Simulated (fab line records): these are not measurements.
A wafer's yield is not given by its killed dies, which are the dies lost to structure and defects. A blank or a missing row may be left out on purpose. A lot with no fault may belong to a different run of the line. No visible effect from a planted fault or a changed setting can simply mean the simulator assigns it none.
Which of the tools did it? ; flow nandHarc ; 33 wafers from 11 lots sampled at 6 of the route's 1159 steps

## WHAT THE GAUGES READ, wafer by wafer
NHARC_P_START_INSPECT_01. Usual: rawDefectCount at 3.8, with a standard deviation of 2.
lot;measured;on;rawDefectCount;flag
L663;day 1 18:02;defectInspect-02;2 5 7;
L665;day 2 06:02;defectInspect-01;3 1 2;
L666;day 2 12:02;defectInspect-01;7 6 1;
L667;day 2 18:02;defectInspect-02;1 3 5;
L669;day 3 06:02;defectInspect-02;1 2 5;
L677;day 5 06:02;defectInspect-01;4 4 6;
L679;day 5 18:02;defectInspect-01;6 4 6;
L680;day 6 00:02;defectInspect-02;2 4 6;
L681;day 6 06:02;defectInspect-02;3 3 4;
L682;day 6 12:02;defectInspect-02;7 4 4;
L684;day 7 00:02;defectInspect-02;4 8 7;

NHARC_P_ZERO_WELL_INSPECT_43. Usual: rawDefectCount at 13, with a standard deviation of 6.1.
lot;measured;on;rawDefectCount;flag
L663;day 2 01:28;defectInspect-01;14 9 13;
L665;day 2 13:20;defectInspect-01;27 14 10;
L666;day 2 19:33;defectInspect-02;16 20 11;
L667;day 3 01:38;defectInspect-01;32 7 23;
L669;day 3 13:31;defectInspect-02;5 5 10;
L677;day 5 13:32;defectInspect-02;14 14 8;
L679;day 6 01:34;defectInspect-01;7 7 8;
L680;day 6 07:28;defectInspect-02;2 17 8;
L681;day 6 13:36;defectInspect-01;17 19 13;
L682;day 6 19:36;defectInspect-01;9 6 8;
L684;day 7 07:28;defectInspect-02;10 11 9;

NHARC_P_STI_CD_MEAS_09: target cd 200 nm. Usual: cdNm at 200.2 nm, with a standard deviation of 2.4.
lot;measured;on;cdNm (nm);flag
L663;day 2 16:59;cdSem-03;200.7 202.6 201.3;
L665;day 3 06:26;cdSem-01;202.8 198.1 201.5;
L666;day 3 12:36;cdSem-03;197.4 206.6 202.7;
L667;day 3 17:07;cdSem-02;196.8 199.6 198.6;
L669;day 4 02:49;cdSem-02;215.3 219.3 213.9;OFF
L677;day 6 05:07;cdSem-01;201.1 202.4 200.9;
L679;day 6 13:46;cdSem-01;199.9 200.3 201.4;
L680;day 7 01:48;cdSem-01;203.0 196.4 200.8;
L681;day 7 01:38;cdSem-01;199.1 197.7 202.8;
L682;day 7 10:50;cdSem-03;202.7 197.6 199.5;
L684;day 7 22:54;cdSem-03;199.6 199.2 203.5;

NHARC_P_STI_OCD_MEAS_17. Usual: trenchDepthNm 301 nm, standard deviation 4.7; trenchFootCdNm 158.1 nm, standard deviation 2.6.
lot;measured;on;trenchDepthNm (nm);trenchFootCdNm (nm);flag
L663;day 2 17:46;ocd-02;301 294 303;158.4 161.6 158.9;
L665;day 3 07:13;ocd-02;298 305 300;160.6 155.7 159.9;
L666;day 3 13:23;ocd-01;300 304 300;155.4 163.5 160.8;
L667;day 3 17:55;ocd-02;292 298 291;155.8 157.6 157.8;
L669;day 4 03:37;ocd-01;304 306 306;172.7 176.6 170.5;OFF
L677;day 6 05:54;ocd-02;309 303 304;158.5 160.2 158.3;
L679;day 6 14:33;ocd-02;297 297 298;158.6 159.4 159.7;
L680;day 7 02:35;ocd-01;296 296 295;161.9 154.8 159.1;
L681;day 7 02:25;ocd-02;304 304 305;156.7 155.1 160.3;
L682;day 7 11:39;ocd-01;312 303 300;159.1 155.5 157.4;
L684;day 7 23:41;ocd-01;301 296 293;156.9 158.1 162.4;

## WHICH TOOL RAN EACH LOT (tool, then ch and the chambers of the sampled wafers, then the start)
lot;NHARC_P_STI_EXPOSE_06;NHARC_P_STI_ETCH_31
L663;krfScanner-04 ch 0, day 2 16:50;rieDiel-10 ch 0,1,2, day 2 17:46 or earlier
L665;krfScanner-04 ch 0, day 3 06:17;rieDiel-10 ch 1,2,3, day 3 07:13 or earlier
L666;krfScanner-03 ch 0, day 3 12:27;rieDiel-02 ch 2,3, day 3 13:23 or earlier
L667;krfScanner-04 ch 0, day 3 16:58;rieDiel-09 ch 1,3, day 3 17:55 or earlier
L669;krfScanner-03 ch 0, day 4 02:40;rieDiel-09 ch 0,1,3, day 4 03:37 or earlier
L677;krfScanner-03 ch 0, day 6 04:58;rieDiel-10 ch 0,2,3, day 6 05:54 or earlier
L679;krfScanner-04 ch 0, day 6 13:37;rieDiel-09 ch 0,2,3, day 6 14:33 or earlier
L680;krfScanner-04 ch 0, day 7 01:38;rieDiel-09 ch 2,3, day 7 02:35 or earlier
L681;krfScanner-02 ch 0, day 7 01:29;rieDiel-10 ch 0,1,2, day 7 02:25 or earlier
L682;krfScanner-04 ch 0, day 7 10:41;rieDiel-09 ch 0,1,2, day 7 11:39 or earlier
L684;krfScanner-03 ch 0, day 7 22:45;rieDiel-10 ch 1,2,3, day 7 23:41 or earlier
- NHARC_P_STI_EXPOSE_06: exposes mask P STI, target cd 200 nm.
- NHARC_P_STI_ETCH_31: etches the open film in CF4/CHF3, target depth 108.9 nm, time 54.5 s.

## WHAT THE TOOLS THEMSELVES READ (means of the sampled wafers that have a number; where no wafer has one, the mark that the record gives instead)
NHARC_P_STI_EXPOSE_06. Usual: focusOffsetNm 0.1 nm, standard deviation 0.53; reticleTempC 22.97 C, standard deviation 0.098.
lot;tool;focusOffsetNm (nm);reticleTempC (C);flag
L663;krfScanner-04;0.3;22.91;
L665;krfScanner-04;-0.4;22.82;
L666;krfScanner-03;-0.1;22.93;
L667;krfScanner-04;0.4;23.00;
L669;krfScanner-03;-0.1;23.01;
L677;krfScanner-03;0.1;22.90;
L679;krfScanner-04;0.6;23.10;
L680;krfScanner-04;-0.0;22.97;
L681;krfScanner-02;-0.0;22.95;
L682;krfScanner-04;0.5;23.04;
L684;krfScanner-03;0.4;22.95;

NHARC_P_STI_ETCH_31. Usual: drypumpMotorCurrentA 5.7 A, standard deviation 0.53; oesProductAu 0.966 a.u., standard deviation 0.015; rfVppV 370.9 V, standard deviation 2.6; showerheadPlenumPTorr 1.58 Torr, standard deviation 0.072; throttleValvePct 16.803 %, standard deviation 0.0089.
lot;tool;drypumpMotorCurrentA (A);oesProductAu (a.u.);rfVppV (V);showerheadPlenumPTorr (Torr);throttleValvePct (%);flag
L663;rieDiel-10;6.1;0.969;368.1;1.51;16.806;
L665;rieDiel-10;6.2;0.970;370.7;1.58;16.803;
L666;rieDiel-02;5.6;0.959;372.3;1.59;16.803;
L667;rieDiel-09;5.3;0.969;372.1;1.59;16.800;
L669;rieDiel-09;5.3;0.978;371.4;1.61;16.804;
L677;rieDiel-10;5.8;0.971;370.4;1.55;16.814;
L679;rieDiel-09;5.2;0.974;373.1;1.64;16.812;
L680;rieDiel-09;5.1;0.959;371.9;1.62;16.799;
L681;rieDiel-10;6.0;0.973;367.9;1.51;16.806;
L682;rieDiel-09;5.5;0.953;371.6;1.62;16.803;
L684;rieDiel-10;6.1;0.976;370.2;1.57;16.800;

## THE ANSWER, worked out from the rows above alone
Rule: lot off if the mean of its wafers having a number is beyond 3 standard deviations from the usual mean. A lot without any number at a reading at which 4 lots or more have one is off too. Any other lot the step has rows for is counted as sound. Order of review: gauges by route order, followed by the tools' own readings, for which a lot's mean as printed above is used. At the first step where some lot is off, the reading lying furthest off is the one used; lots without a number count as furthest.
Off: L669 (NHARC_P_STI_CD_MEAS_09, cdNm).
A tool fits if, at a process step before that reading, it ran every lot that is off, and no sound lot after the first of them. The gauges at NHARC_P_STI_CD_MEAS_09 aren't tried: what is off there is off at NHARC_P_STI_OCD_MEAS_17 too, on other tools, and a gauge's error can't cause that. Not one of the candidates tried fits.

## WHAT THE SIMULATOR HAD INSERTED
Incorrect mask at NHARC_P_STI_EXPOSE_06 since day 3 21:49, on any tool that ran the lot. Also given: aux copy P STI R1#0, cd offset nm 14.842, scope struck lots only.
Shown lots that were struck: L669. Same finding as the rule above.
